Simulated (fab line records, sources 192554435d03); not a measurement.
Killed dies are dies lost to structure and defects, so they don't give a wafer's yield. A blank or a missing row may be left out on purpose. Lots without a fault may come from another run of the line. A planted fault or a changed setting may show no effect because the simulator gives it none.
Split-lot experiment | flow n5_finfet | 7 lots, 21 wafers read, on a route of 1938 steps

THE SPLIT
At N5_MOL_CONTACT_COAG_ALD_27 (deposits SiOC, target thk 17 nm, pulse time 1.5 s, time 2720 s), the setting ald_cycles was moved away from the recipe's 340 on 10 of the 21 wafers read, by -14.4% to +9.4%. The other wafers ran this setting at the recipe's value.

The reading is taken at the split's own step.

THE READING
SiOC_of_MOL_CONTACT_COAG_ALD_27.thk_nm (the simulator's own value, which no gauge read), in nm, at N5_MOL_CONTACT_COAG_ALD_27 (deposits SiOC, target thk 17 nm, pulse time 1.5 s, time 2720 s). The file gives no usual value for it. The 11 wafers here that ran the recipe average 16.9 nm, standard deviation 0.089 nm.

wafer  | tool, chamber at the split | ald_cycles as run | against the recipe | SiOC_of_MOL_CONTACT_COAG_ALD_27.thk_nm, nm | against lot-mates on the recipe
L075.2 | ald_sin-04, 3              | 340               | recipe             | 16.8                                       | -
L075.3 | ald_sin-04, 0,3            | 340               | recipe             | 17                                         | -
L075.6 | ald_sin-04, 0,3            | 340               | recipe             | 17                                         | -
L079.1 | ald_sin-02, 2              | 340               | recipe             | 17                                         | -
L079.2 | ald_sin-02, 3,2            | 296               | -12.9%             | 14.8                                       | -2.2
L079.5 | ald_sin-02, 3,2            | 296               | -12.9%             | 14.8                                       | -2.2
L085.1 | ald_sin-04, 2              | 291               | -14.4%             | 14.4                                       | -2.6
L085.5 | ald_sin-04, 2              | 291               | -14.4%             | 14.4                                       | -2.6
L085.4 | ald_sin-04, 1              | 340               | recipe             | 17                                         | -
L087.2 | ald_sin-02, 0              | 340               | recipe             | 16.8                                       | -
L087.5 | ald_sin-02, 0,3            | 340               | recipe             | 17                                         | -
L087.6 | ald_sin-02, 0,3            | 340               | recipe             | 17                                         | -
L088.2 | ald_sin-04, 2              | 340               | recipe             | 17                                         | -
L088.4 | ald_sin-04, 0,1            | 302               | -11.2%             | 15                                         | -2.0
L088.5 | ald_sin-04, 0,1            | 302               | -11.2%             | 15                                         | -2.0
L092.1 | ald_sin-04, 3              | 372               | +9.4%              | 18.8                                       | +1.8
L092.2 | ald_sin-04, 2              | 372               | +9.4%              | 18.6                                       | +1.6
L092.5 | ald_sin-04, 1              | 340               | recipe             | 17                                         | -
L097.2 | ald_sin-04, 2,1            | 297               | -12.6%             | 14.8                                       | -2.0
L097.4 | ald_sin-04, 2,1            | 297               | -12.6%             | 14.8                                       | -2.0
L097.3 | ald_sin-04, 0              | 340               | recipe             | 16.8                                       | -
Where a row lists several chambers, the file gives one row for several wafers and doesn't say which wafer went through which chamber.

THE FIT
A straight line over all 21 wafers: SiOC_of_MOL_CONTACT_COAG_ALD_27.thk_nm changes by +0.175 nm for each +1% of ald_cycles; r = +1.00; the points scatter about the line by 0.09 nm.
The same after taking each lot's own level away (the mean of its wafers on the recipe; 21 wafers): +0.174 nm for each +1%; r = +1.00; scatter 0.099 nm.
On that fit, the largest move of ald_cycles shifts the reading by 2.5 nm.
The lots' own levels span 16.80 to 17.00 nm, that is 2.2 times the standard deviation above.
So the lot-to-lot level changes the slope little: the two slopes agree.
Check: with one of the wafers moved furthest among these (-14.4%) left out of the fit, the line predicts -2.47 nm for it against its lot-mates. It came out at -2.6 nm against them.

OTHER SPLITS ON THESE WAFERS
These wafers also went through other splits before the reading. Each is held against what the fit with the lots' levels taken away leaves over:
other split on the same wafers | wafers away from the commonest value | r with SiOC_of_MOL_CONTACT_COAG_ALD_27.thk_nm (lot level and that fit taken away)
N5_SD_EPI_P_COAT_34 spin_rpm   | 4                                    | -0.34
N5_HKMG_FIN_DESCUM_53 time_s   | 6                                    | -0.18
N5_GATE_CUT_ALD_22 ald_cycles  | 5                                    | +0.15

THE FILE'S OWN FIT
SiOC_of_MOL_CONTACT_COAG_ALD_27.thk_nm changes by +0.173 nm for each +1% of ald_cycles, r = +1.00.
